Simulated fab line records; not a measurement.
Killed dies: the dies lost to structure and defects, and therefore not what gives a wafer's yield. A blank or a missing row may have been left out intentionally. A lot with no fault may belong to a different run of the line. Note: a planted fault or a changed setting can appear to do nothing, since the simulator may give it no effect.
What tool caused it? + flow nand harc + Sampling: 6 lots, 18 wafers, 4 of 1159 route steps

## WHAT THE GAUGES SHOWED, per wafer
NHARC_END_SORT_01.
| lot  | measured     | on        | killed at array |
|------|--------------|-----------|-----------------|
| L861 | day 24 08:30 | prober-02 | 130 123 85      |

## WHICH TOOL RAN EACH LOT (tool, then ch and the chambers of the sampled wafers, then the start)
| lot  | NHARC_A_CHANNEL_FILL_D1_ETCHBACK_19 | NHARC_A_BONDPAD_ETCH_12                       | NHARC_THIN_TSV_STRIP_62              |
|------|-------------------------------------|-----------------------------------------------|--------------------------------------|
| L846 | rie si-06 ch 1,3, day 10 03:07      | rie diel-10 ch 0,1,2, day 19 09:05 or earlier | plasma asher-01 ch 0,1, day 19 09:05 |
| L849 | rie si-04 ch 0,1,2, day 10 19:01    | rie diel-07 ch 0,1,3, day 20 05:43 or earlier | plasma asher-02 ch 0,1, day 20 05:43 |
| L853 | rie si-03 ch 0,3, day 11 18:52      | rie diel-06 ch 0,2, day 21 11:25 or earlier   | plasma asher-02 ch 0,1, day 21 11:25 |
| L855 | rie si-03 ch 0,2,3, day 12 05:09    | rie diel-07 ch 0,1,3, day 21 10:10 or earlier | plasma asher-02 ch 0,1, day 21 10:10 |
| L861 | rie si-06 ch 0,2,3, day 13 20:53    | rie diel-06 ch 0,3, day 23 12:14 or earlier   | plasma asher-01 ch 0,1, day 23 12:14 |
| L866 | rie si-03 ch 0,1,3, day 14 19:36    | rie diel-06 ch 0,1,2, day 24 02:10 or earlier | plasma asher-02 ch 0,1, day 24 02:10 |
- NHARC_A_CHANNEL_FILL_D1_ETCHBACK_19: etches the open film in HBr/Cl2, target depth 5 nm, time 1.7 s.
- NHARC_A_BONDPAD_ETCH_12: etches the open film in CHF3/O2, target depth 220 nm, time 110 s.
- NHARC_THIN_TSV_STRIP_62: strips in N2/H2, time 20 s.

## THE ANSWER, worked out from the rows above alone
Rule: the usual values come from the lots themselves. Put in order of their means at a reading, lots are off if they are a third of the lots or fewer, leave a main group of 4 or more, and stand apart from it by a gap of 3 or more times the standard deviation of the main group's means; of several such gaps the widest counts. The tables above print the reading to a certain number of digits; a main group whose means all agree to those digits is not used. Also off: a lot with no number at a reading for which 4 or more lots have one. All remaining lots with rows at the step are treated as sound.
None of the lots is off at any reading shown; this tells nothing.

## WHAT THE SIMULATOR HAD PUT IN
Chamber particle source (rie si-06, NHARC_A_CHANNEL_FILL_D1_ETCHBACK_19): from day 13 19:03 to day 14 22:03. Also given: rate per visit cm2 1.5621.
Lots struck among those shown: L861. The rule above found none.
